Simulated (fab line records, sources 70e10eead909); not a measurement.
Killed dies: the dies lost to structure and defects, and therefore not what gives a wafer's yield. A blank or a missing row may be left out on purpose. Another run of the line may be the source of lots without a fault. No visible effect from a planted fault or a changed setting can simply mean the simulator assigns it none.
fab line records | flow nand-harc
[record] lots = 6 wafers = 18 last-day = 23
route steps=1159 shown THIN_TSV@1140 END@1159
lots that met no fault: from a run of the same line without faults
start-h: hours from the record's opening day to when the first of the lot's shown wafers began | wait-h: hours from the lot's prior step to this one | " unchanged from the row above | L1.1+2: a row that stands for several wafers | - either no value or no given start | * or withheld: withheld | < > ~ a bound
route shown NAME@n: a module of which the file shows steps, and the number in the route of the first | usual: mean/standard deviation of fault-free wafers | same: alike in all rows | chamber/n: place in a boat | sites: readings site by site | _std_site: standard deviation of those values | _edge_site: outer sites' mean less inner sites' | radius-mm: how far each site lies from the wafer's centre | mask NAME#n: copy n | behind: tool/chamber where the wafer was last shaped | hold: reason for holding the lot/hours on hold/outcome of the hold | device: names the non-switching transistor (n, p or np) | end of line: at the end of the route, the tests of the same wafers | a step with no rows: only its recipe | killed: the dies lost at the first sort to structure and to defects; this is not the yield of the wafer | map: shows each die of a wafer: x if killed, . if not, _ if none is there
set.NAME: the setting that was run; set.NAME@STEP: the one run at that earlier step | model.NAME: the simulator's own value behind a step, which no gauge read
a table for each step, a row for each wafer; lots at some steps of the route
services: a tool's chamber out of use, with start hour (start-h, from the record's first day; less than 0 if before it), hours out, and reason
[[steps]]
[step NHARC_THIN_TSV_DEHYDRATE_25]
[recipe] temp-c = 150 time-s = 120
[step NHARC_THIN_TSV_HMDS_26]
[recipe] time-s = 30
[step NHARC_THIN_TSV_COAT_27]
[recipe] spin-rpm = *
[step NHARC_THIN_TSV_SOFTBAKE_28]
[recipe] temp-c = 122 time-s = 95
[step NHARC_THIN_TSV_EBR_29]
[step NHARC_THIN_TSV_EXPOSE_30]
[recipe] na = 0.55 dose-mj = 11.47 mask-id = PAD
[step NHARC_THIN_TSV_PEB_31]
[recipe] peb-temp-c = 118 peb-time-s = 85
[step NHARC_THIN_TSV_DEVELOP_32]
[recipe] time-s = 70
[step NHARC_THIN_TSV_CD_MEAS_33]
[recipe] target-cd-nm = 5000 landing-energy-ev = 500
[usual] cd-nm = 5000.5/1.3
[same] landing-energy-ev = 500
// columns lot.wafer tool chamber start-h wait-h cd-nm
L133.1 cd-sem-03 0 453.86 - 5001.6
L133.4 " 0 " " 5002.1
L133.5 " 0 " " 5001.2
L138.3 cd-sem-03 0 466.76 - 5001.2
L138.4 " 0 " " 5002.4
L138.5 " 0 " " 5001.8
L139.2 cd-sem-02 0 474.48 - 4999.7
L139.4 " 0 " " 4999.4
L139.5 " 0 " " 4997.6
L146.1 cd-sem-03 0 512.56 - 4999.5
L146.3 " 0 " " 5000.2
L146.4 " 0 " " 4999.8
L150.3 cd-sem-02 0 533.82 - 5002.2
L150.5 " 0 " " 5001.7
L150.6 " 0 " " 5000.3
L152.2 cd-sem-03 0 538.49 - 4999.3
L152.4 " 0 " " 5000.4
L152.6 " 0 " " 5002.0
[step NHARC_THIN_TSV_HARDBAKE_34]
[recipe] temp-c = 125 time-s = 80
[step NHARC_THIN_TSV_DESCUM_35]
[recipe] time-s = 3 o2-flow-sccm = 200 ar-flow-sccm = 0 bias-power-w = 0 chemistry = O2
[usual] drypump-motor-current-A = 5.8/0.57 oes-product-au = 1.001/0.008 rf-vpp-V = 57.8/0.85 showerhead-plenum-p-Torr = 1.92/0.087 throttle-valve-pct = 11.311/0.0087
// columns lot.wafer tool chamber start-h wait-h drypump-motor-current-A oes-product-au rf-hours-counter-h rf-vpp-V showerhead-plenum-p-Torr throttle-valve-pct
L133.1 rie-diel-05 3 454.03 - 6.1 0.990 7 58.2 1.98 11.305
L133.4 " 0 " " 6.4 1.014 6 59.0 1.81 11.304
L133.5 " 2 " " 6.5 0.998 - 59.5 1.88 11.317
L138.3 rie-diel-13 1 466.92 - 5.1 0.996 0 58.0 2.01 11.304
L138.5 " 2 " " 5.5 0.995 - 57.5 1.97 11.313
L138.4 " 0 " " 6.1 0.995 - 57.8 1.84 11.323
L139.2 rie-diel-09 0 474.67 - 5.4 0.995 3 60.7 2.01 11.309
L139.5 " 3 " " 6.7 1.012 - 57.6 2.02 11.314
L139.4 " 1 " " 5.6 0.988 - 57.8 1.82 11.307
L146.1 rie-diel-09 2 512.73 - 4.9 1.004 4 57.2 1.82 11.323
L146.3 " 3 " " 6.6 1.012 6 60.5 2.02 11.312
L146.4 " 0 " " 5.4 1.014 6 58.0 2.01 11.323
L150.3 rie-diel-05 1 534.02 - 5.1 1.001 1 58.2 1.81 11.316
L150.6 " 2 " " 6.5 1.003 - 57.7 1.87 11.311
L150.5 " 3 " " 6.1 0.998 - 57.6 1.98 11.302
L152.2 rie-diel-13 2 538.64 - 5.5 0.992 9 58.1 1.97 11.310
L152.4 " 2 " " 5.5 1.000 - 57.6 1.97 11.315
L152.6 " 0 " " 6.1 0.994 - 57.1 1.84 11.316
[step NHARC_THIN_TSV_ETCH_59]
[recipe] target-depth-a = 8800 icp-w = 900 bias-w = 100 Cl2_flow_sccm = 60 bcl3-flow-sccm = 30 time-s = 138.1 chemistry = Cl2/BCl3
[usual] bcl3-flow-sccm = 30.01/0.096 drypump-motor-current-A = 5.5/0.37 oes-product-au = 1.001/0.0069 run-length-s = 159.3/0.55 throttle-valve-pct = 22.266/0.0099
// columns lot.wafer tool chamber start-h wait-h bcl3-flow-sccm drypump-motor-current-A oes-product-au rf-hours-counter-h run-length-s throttle-valve-pct
L133.1 rie-metal-01 1 454.19 0.1 30.07 5.3 1.000 3.3 159.2 22.263
L133.4 " 1 " " 30.04 5.3 1.006 - 159.1 22.280
L133.5 " 0 " " 30.10 5.0 0.993 - 159.6 22.271
L138.3 rie-metal-02 1 467.14 0.2 30.00 5.4 0.995 - 158.7 22.269
L138.4 " 0 " " 30.02 6.1 0.997 - 160.2 22.264
L138.5 " 0 " " 30.09 6.1 1.002 - 160.0 22.274
L139.2 rie-metal-02 0 474.84 0.2 29.98 6.1 0.996 2.9 160.4 22.253
L139.4 " 1 " " 29.85 5.4 1.008 - 158.7 22.259
L139.5 " 0 " " 30.05 6.1 1.007 - 160.0 22.269
L146.1 rie-metal-02 1 512.88 0.1 29.97 5.4 0.995 3.9 158.9 22.278
L146.4 " 0 " " 30.00 6.1 0.994 - 160.0 22.257
L146.3 " 1 " " 30.10 5.4 1.003 - 159.3 22.251
L150.3 rie-metal-01 0 534.22 0.2 29.96 5.0 1.004 - 159.3 22.258
L150.6 " 1 " " 30.17 5.3 0.997 - 159.1 22.245
L150.5 " 0 " " 29.97 5.0 0.997 - 159.1 22.267
L152.2 rie-metal-03 1 538.79 0.1 30.21 5.3 1.004 2.0 159.8 22.265
L152.4 " 0 " " 30.18 5.4 1.001 - 158.8 22.272
L152.6 " 1 " " 30.00 5.2 1.000 - 160.0 22.278
[step NHARC_THIN_TSV_ETCH_36]
[recipe] target-depth-a = 650 over-etch-frac = 0.3 time-s = 18.571 ion-energy-ev = 150 chemistry = Cl2/BCl3
[usual] drypump-motor-current-A = 5.5/0.37 oes-product-au = 1.001/0.0065 run-length-s = 39.7/0.53
// columns lot.wafer tool chamber start-h wait-h drypump-motor-current-A oes-product-au rf-hours-counter-h run-length-s
L133.1 rie-metal-01 1 454.41 0.2 5.3 0.998 3.4 39.4
L133.4 " 0 " " 5.0 1.001 - 39.4
L133.5 " 0 " " 5.0 0.995 - 39.7
L138.4 rie-metal-02 1 467.34 0.1 5.4 1.011 - 39.2
L138.3 " 0 " " 6.1 0.996 - 40.3
L138.5 " 0 " " 6.1 1.004 - 40.5
L139.2 rie-metal-02 0 475.06 0.2 6.1 0.986 3.0 34.8
L139.4 " 1 " " 5.4 1.018 - 33.8
L139.5 " 1 " " 5.4 1.009 - 39.1
L146.1 rie-metal-02 1 513.11 0.2 5.4 1.009 4.1 39.2
L146.3 " 1 " " 5.4 1.007 - 39.2
L146.4 " 0 " " 6.1 0.987 - 34.9
L150.3 rie-metal-01 0 534.39 0.1 4.9 0.992 - 39.7
L150.5 " 1 " " 5.3 0.999 - 39.5
L150.6 " 0 " " 5.0 1.001 - 39.3
L152.2 rie-metal-03 0 539.05 0.2 5.5 0.996 2.5 39.6
L152.4 " 0 " " 5.4 1.001 - 39.1
L152.6 " 1 " " 5.2 0.993 - 40.0
[step NHARC_THIN_TSV_STRIP_56]
[recipe] power-w = 1500 temp-c = 250 chemistry = O2
[usual] drypump-motor-current-A = 6.0/0.4 heater-power-w = 320/12 rf-refl-power-W = 26/14 temp-c = 249.99/0.19
// columns lot.wafer tool chamber start-h wait-h drypump-motor-current-A heater-power-w rf-hours-counter-h rf-refl-power-W temp-c
L133.1 plasma-asher-02 1 454.76 0.3 5.7 309 28 18 250.27
L133.4 " 0 " " 6.4 325 - 31 250.10
L133.5 " 0 " " 6.4 326 - 31 250.17
L138.3 plasma-asher-01 0 467.52 0.2 5.4 327 - 9 249.99
L138.4 " 1 " " 6.3 333 - 48 249.80
L138.5 " 0 " " 5.4 327 - 8 250.10
L139.2 plasma-asher-01 0 475.39 0.3 5.4 329 6 8 249.90
L139.4 " 1 " " 6.3 333 - 48 249.77
L139.5 " 1 " " 6.3 328 - 48 249.57
L146.1 plasma-asher-01 0 513.21 0.1 5.4 327 18 9 250.22
L146.3 " 0 " " 5.5 326 - 8 249.97
L146.4 " 1 " " 6.3 329 - 49 249.88
L150.3 plasma-asher-02 1 534.57 0.2 5.7 295 - 17 249.98
L150.6 " 1 " " 5.7 306 - 17 250.14
L150.5 " 0 " " 6.4 325 - 32 249.94
L152.2 plasma-asher-01 0 539.15 0.1 5.4 327 26 8 249.87
L152.4 " 0 " " 5.4 334 - 9 250.02
L152.6 " 1 " " 6.3 338 - 49 250.03
[step NHARC_END_SORT_01]
[recipe] temp-c = 25
[usual] defect-limited-yield = 95.2/1.6 killed-at-array = 28/11 killed-at-other = 0.8/1.3 killed-at-periphery = 3.6/2.5 killed-dies = 32/11 killed-open = 3.0/1.8 killed-short = 2.0/1.5 sort_bin_2_pct = 1.5/0.66 sort_bin_3_pct = 0.25/0.23 sort_bin_4_pct = 3.0/1.1 sort-n-pass = 645/11 sort-rim-yield-pct = 96.0/2.9 sort-yield-pct = 95.2/1.6
[same] gross-dies = 677 sort_bin_5_pct[%] = 0 sort_bin_6_pct[%] = 0 sort_bin_7_pct[%] = 0 sort_bin_8_pct[%] = 0 sort-rim-n-gross = 106.00
// columns lot.wafer tool chamber start-h wait-h defect-limited-yield[%] killed-at-array killed-at-other killed-at-periphery killed-dies killed-open killed-short sort_bin_2_pct[%] sort_bin_3_pct[%] sort_bin_4_pct[%] sort-n-pass sort-rim-yield-pct[%] sort-yield-pct[%]
L133.1 prober-02 0 461.67 2.5 96.2 23 1 2 26 4 3 0.6 0.30 3.0 651 99.1 96.2
L133.4 prober-02 0 464.05 3.4 95.3 32 0 0 32 5 2 1.0 0.30 3.4 645 98.1 95.3
L133.5 prober-02 0 464.85 3.7 94.8 31 0 4 35 4 2 1.9 0.15 3.1 642 99.1 94.8
L138.3 prober-01 0 486.83 3.1 92.9 41 3 4 48 5 1 1.5 0.44 5.2 629 97.2 92.9
L138.4 prober-01 0 487.63 3.4 95.1 26 2 5 33 3 3 1.6 0 3.2 644 90.6 95.1
L138.5 prober-01 0 488.43 3.7 93.4 38 2 5 45 3 6 3.1 0 3.5 632 95.3 93.4
L139.2 prober-01 0 493.85 2.8 98.7 8 0 1 9 2 1 0.4 0 0.9 668 99.1 98.7
L139.4 prober-01 0 495.44 3.4 97.3 15 1 2 18 4 2 1.2 0.15 1.3 659 98.1 97.3
L139.5 prober-01 0 496.24 3.7 96.2 22 2 2 26 7 2 1.2 0 2.7 651 96.2 96.2
L146.1 prober-02 0 524.24 2.5 96.2 25 0 1 26 5 1 1.9 0.44 1.5 651 97.2 96.2
L146.3 prober-02 0 525.83 3.1 95.9 25 0 3 28 3 1 1.8 0.30 2.1 649 92.5 95.9
L146.4 prober-02 0 526.62 3.4 94.4 36 0 2 38 3 3 1.6 0 4.0 639 94.3 94.4
L150.3 prober-02 0 541.60 3.1 93.6 27 6 10 43 3 2 1.5 0.59 4.3 634 91.5 93.6
L150.5 prober-02 0 543.17 3.6 94.7 25 2 9 36 4 2 1.6 0.30 3.4 641 96.2 94.7
L150.6 prober-02 0 543.96 3.9 95.7 20 1 8 29 6 0 0.9 0.30 3.1 648 94.3 95.7
L152.2 prober-01 0 548.67 2.8 95.7 28 0 1 29 5 3 0.9 0.30 3.1 648 100.0 95.7
L152.4 prober-01 0 550.27 3.4 93.2 41 2 3 46 5 4 2.4 0 4.4 631 98.1 93.2
L152.6 prober-01 0 551.87 4.0 94.1 37 0 3 40 3 2 1.3 0.30 4.3 637 96.2 94.1
// killed by level:class
L133.1 A_SLIT:chamber-film-flake=8 A_STAIRCASE:chamber-film-flake=5 A_WL_FILL:geometric-particle:short=2 A_CONTACT:geometric-particle:open=2 P_GATE:geometric-particle:open=1 A_CONTACT:geometric-particle:short=1 A_M1:geometric-particle:open=1 P_M1:chamber-film-flake=1
L133.4 A_SLIT:chamber-film-flake=10 A_CHANNEL_HOLE_D1:chamber-film-flake=5 A_STAIRCASE:chamber-film-flake=4 A_WL_FILL:chamber-film-flake=3 A_WL_FILL:geometric-particle:open=2 A_CONTACT:chamber-film-flake=2 A_ONON_D1:geometric-particle:open=1 A_STAIRCASE:geometric-particle:open=1
L133.5 A_SLIT:chamber-film-flake=15 A_STAIRCASE:chamber-film-flake=9 A_CONTACT:chamber-film-flake=3 P_CONTACT:geometric-particle:open=1 P_M0:geometric-particle:short=1 P_M2:geometric-particle:open=1 A_CHANNEL_HOLE_D1:geometric-particle:short=1 A_WL_FILL:geometric-particle:open=1
L138.3 A_CHANNEL_HOLE_D1:chamber-film-flake=19 A_SLIT:chamber-film-flake=14 A_CONTACT:chamber-film-flake=3 A_CONTACT:geometric-particle:open=2 P_GATE:chamber-film-flake=2 THIN_TSV:chamber-film-flake=2 P_CONTACT:geometric-particle:open=1 A_WL_FILL:geometric-particle:open=1
L138.4 A_CHANNEL_HOLE_D1:chamber-film-flake=15 A_SLIT:chamber-film-flake=6 P_GATE:chamber-film-flake=3 P_M0:geometric-particle:short=1 P_M0:geometric-particle:open=1 A_SGD_CUT:geometric-particle:short=1 A_WL_FILL:geometric-particle:short=1 A_CONTACT:geometric-particle:open=1
L138.5 A_CHANNEL_HOLE_D1:chamber-film-flake=25 A_SLIT:chamber-film-flake=4 P_ZERO_WELL:chamber-film-flake=2 THIN_TSV:chamber-film-flake=2 P_GATE:geometric-particle:open=1 P_M1:geometric-particle:short=1 A_CHANNEL_FILL_D1:geometric-particle:short=1 A_STAIRCASE:geometric-particle:short=1
L139.2 A_CHANNEL_HOLE_D1:chamber-film-flake=5 A_CONTACT:geometric-particle:open=2 A_ONON_D1:geometric-particle:short=1 P_GATE:chamber-film-flake=1
L139.4 A_CHANNEL_HOLE_D1:chamber-film-flake=4 A_CONTACT:chamber-film-flake=3 P_GATE:chamber-film-flake=2 A_STAIRCASE:chamber-film-flake=2 A_SOURCE_PLATE:geometric-particle:open=1 A_ONON_D1:geometric-particle:short=1 A_ONON_D1:geometric-particle:open=1 A_CHANNEL_FILL_D1:geometric-particle:open=1
L139.5 A_CHANNEL_HOLE_D1:chamber-film-flake=7 A_CONTACT:chamber-film-flake=5 A_WL_FILL:geometric-particle:open=3 A_STAIRCASE:chamber-film-flake=3 STARTING-WAFER:geometric-particle:open=2 A_SOURCE_PLATE:geometric-particle:short=1 A_ONON_D1:geometric-particle:open=1 A_ONON_D1:geometric-particle:short=1
L146.1 A_CHANNEL_HOLE_D1:chamber-film-flake=14 A_M0:geometric-particle:open=2 A_STAIRCASE:chamber-film-flake=2 A_CONTACT:chamber-film-flake=2 P_CONTACT:geometric-particle:open=1 A_ONON_D1:geometric-particle:open=1 A_ONON_D1:geometric-particle:short=1 A_CONTACT:geometric-particle:open=1
L146.3 A_CHANNEL_HOLE_D1:chamber-film-flake=13 A_CONTACT:chamber-film-flake=5 P_STI:chamber-film-flake=2 A_STAIRCASE:chamber-film-flake=2 A_CHANNEL_HOLE_D1:geometric-particle:short=1 A_WL_FILL:geometric-particle:open=1 A_CONTACT:geometric-particle:open=1 A_M0:geometric-particle:open=1
L146.4 A_CHANNEL_HOLE_D1:chamber-film-flake=24 A_CONTACT:chamber-film-flake=6 P_ZERO_WELL:geometric-particle:short=1 A_ONON_D1:geometric-particle:open=1 A_CHANNEL_FILL_D1:geometric-particle:open=1 A_SGD_CUT:geometric-particle:short=1 A_M0:geometric-particle:short=1 A_M1:geometric-particle:open=1
L150.3 A_CHANNEL_HOLE_D1:chamber-film-flake=7 A_CONTACT:chamber-film-flake=7 THIN_TSV:chamber-film-flake=6 P_M2:chamber-film-flake=4 A_STAIRCASE:chamber-film-flake=3 A_WL_FILL:chamber-film-flake=3 P_ZERO_WELL:chamber-film-flake=2 A_CHANNEL_FILL_D1:chamber-film-flake=2
L150.5 A_CHANNEL_HOLE_D1:chamber-film-flake=9 A_STAIRCASE:chamber-film-flake=5 A_CONTACT:chamber-film-flake=4 P_ZERO_WELL:chamber-film-flake=3 P_STI:chamber-film-flake=2 P_M1:chamber-film-flake=2 THIN_TSV:chamber-film-flake=2 P_CONTACT:geometric-particle:open=1
L150.6 A_CHANNEL_HOLE_D1:chamber-film-flake=8 A_M0:geometric-particle:open=3 P_M2:chamber-film-flake=3 A_STAIRCASE:chamber-film-flake=3 A_CHANNEL_FILL_D1:geometric-particle:open=2 P_ZERO_WELL:chamber-film-flake=2 P_GATE:chamber-film-flake=2 A_CONTACT:chamber-film-flake=2
L152.2 A_SLIT:chamber-film-flake=14 A_STAIRCASE:chamber-film-flake=3 A_WL_FILL:geometric-particle:short=2 A_CHANNEL_HOLE_D1:chamber-film-flake=2 P_M0:geometric-particle:open=1 A_ONON_D1:geometric-particle:short=1 A_CHANNEL_HOLE_D1:geometric-particle:open=1 A_WL_FILL:geometric-particle:open=1
L152.4 A_SLIT:chamber-film-flake=19 A_CHANNEL_HOLE_D1:chamber-film-flake=8 A_STAIRCASE:chamber-film-flake=4 THIN_TSV:chamber-film-flake=2 A_ZERO_WELL:chamber-film-flake=2 P_GATE:geometric-particle:short=1 P_CONTACT:geometric-particle:open=1 A_CHANNEL_HOLE_D1:geometric-particle:short=1
L152.6 A_SLIT:chamber-film-flake=18 A_CHANNEL_HOLE_D1:chamber-film-flake=7 A_STAIRCASE:chamber-film-flake=3 P_GATE:chamber-film-flake=2 A_CHANNEL_FILL_D1:chamber-film-flake=2 A_CONTACT:chamber-film-flake=2 P_M1:geometric-particle:short=1 A_ONON_D1:geometric-particle:open=1
[[services]]
// columns tool chamber start-h hours kind
rie-diel-09 - 431.13 9.0 pm
rie-diel-09 0 431.13 9.0 vent-cycle
rie-diel-09 1 431.13 9.0 vent-cycle
rie-diel-09 2 431.13 9.0 vent-cycle
rie-diel-09 3 431.13 9.0 vent-cycle
rie-diel-13 - 453.00 9.0 pm
plasma-asher-01 - 453.04 9.0 pm
plasma-asher-01 0 453.04 9.0 vent-cycle
plasma-asher-01 1 453.04 9.0 vent-cycle
rie-metal-03 - 453.21 9.0 pm
plasma-asher-01 0 462.04 - clean
plasma-asher-01 1 462.04 - clean
rie-diel-09 2 467.11 20.8 repair
rie-metal-03 1 484.46 19.7 repair
rie-metal-02 - 492.37 1.1 repair
rie-metal-03 0 504.04 7.6 repair
rie-metal-01 - 509.00 9.0 pm
rie-metal-01 0 509.00 9.0 vent-cycle
rie-metal-01 1 509.00 9.0 vent-cycle
rie-diel-05 - 517.60 9.0 pm
rie-metal-01 0 518.00 - clean
rie-metal-01 1 518.00 - clean
rie-diel-13 3 536.92 2.9 repair
plasma-asher-02 - 537.63 9.0 pm
[[key]]
[first-sign] step = NHARC_THIN_TSV_ETCH_36 reading = run-length-s direction = down sigmas = 9.8 usual = * struck = *
effect none on later readings
met-at NHARC_THIN_TSV_ETCH_36
struck-wafers L139.2,L139.4,L146.4
onset-between 467.34 475.06
[fault] kind = process-parameter-drift tool = rie-metal-02 chamber = - onset-h = 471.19 steps = NHARC_THIN_TSV_ETCH_36 channel = time-s offset = * shape = step end-h = 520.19 scope = struck-wafers-only acts-in = * stated = *
